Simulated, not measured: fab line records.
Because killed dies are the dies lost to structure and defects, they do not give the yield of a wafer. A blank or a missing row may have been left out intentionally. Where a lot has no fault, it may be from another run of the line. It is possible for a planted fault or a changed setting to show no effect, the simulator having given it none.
Matching of chambers + flow nand_harc + NHARC_A_STAIRCASE_DEP_280 on pecvd-03 has 3 sister chambers
The step deposits SiON, target thk 30 nm. 16 wafers are shown with their chamber, then 8 later ones without.

== WAFERS, EACH WITH ITS CHAMBER ==
| wafer  | chamber | heater_power_w (W) | rf_fwd_power_W (W) |
|--------|---------|--------------------|--------------------|
| L955.1 | 2       | 752                | 350.7              |
| L955.3 | 0       | 721                | 347.9              |
| L955.6 | 0       | 730                | 349.4              |
| L958.3 | 2       | 707                | 348.6              |
| L958.4 | 2       | 712                | 348.6              |
| L958.6 | 0       | 669                | 348.5              |
| L959.2 | 0       | 704                | 348.5              |
| L959.3 | 2       | 709                | 345.3              |
| L959.5 | 2       | 708                | 347.4              |
| L960.1 | 1       | 679                | 349.6              |
| L960.3 | 2       | 740                | 346.2              |
| L960.6 | 2       | 742                | 347.5              |
| L961.1 | 1       | 700                | 351.0              |
| L961.4 | 0       | 657                | 347.3              |
| L961.6 | 2       | 774                | 351.1              |
| L962.2 | 2       | 780                | 348.5              |

SIGNATURES (averages over the wafers above)
| reading        | chamber 0 | chamber 1 | chamber 2 | scatter within a chamber |
|----------------|-----------|-----------|-----------|--------------------------|
| heater_power_w | 696.20    | 689.50    | 736.00    | 29                       |
| rf_fwd_power_W | 348.320   | 350.300   | 348.211   | 1.57                     |
Rule: distance of a wafer from a chamber = root of the sum over the readings of ((wafer's reading minus chamber's mean) / reading's scatter) squared. If the next closest chamber is less than 2 further off than the closest, the wafer can't be placed; otherwise it belongs to the closest. How the scatter is found: for the shown wafers, subtract from each reading the mean of its chamber, square and add these, divide the total by (wafers less chambers), then take the root.

== WAFERS WITHOUT THEIR CHAMBER ==
| wafer  | heater_power_w (W) | rf_fwd_power_W (W) |
|--------|--------------------|--------------------|
| L962.4 | 763                | 349.8              |
| L962.6 | 796                | 349.0              |
| L973.4 | 745                | 347.9              |
| L973.5 | 732                | 349.0              |
| L973.6 | 655                | 347.0              |
| L976.2 | 575                | 350.4              |
| L976.3 | 666                | 351.8              |
| L976.6 | 717                | 347.7              |

== CHAMBER TAKEN BY EACH ==
| wafer  | from the rows above          | in truth |
|--------|------------------------------|----------|
| L962.4 | can't be placed: 2 or 0 or 1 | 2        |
| L962.6 | can't be placed: 2 or 0 or 1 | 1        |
| L973.4 | can't be placed: 2 or 0      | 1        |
| L973.5 | can't be placed: 2 or 0 or 1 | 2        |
| L973.6 | can't be placed: 0 or 1 or 2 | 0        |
| L976.2 | can't be placed: 1 or 0 or 2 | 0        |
| L976.3 | can't be placed: 1 or 0      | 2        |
| L976.6 | can't be placed: 2 or 0 or 1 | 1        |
0 of 8 placed correctly. Unplaceable from these rows: 8, with the true chamber sitting among the candidates in 6. Placed wrongly: 0.
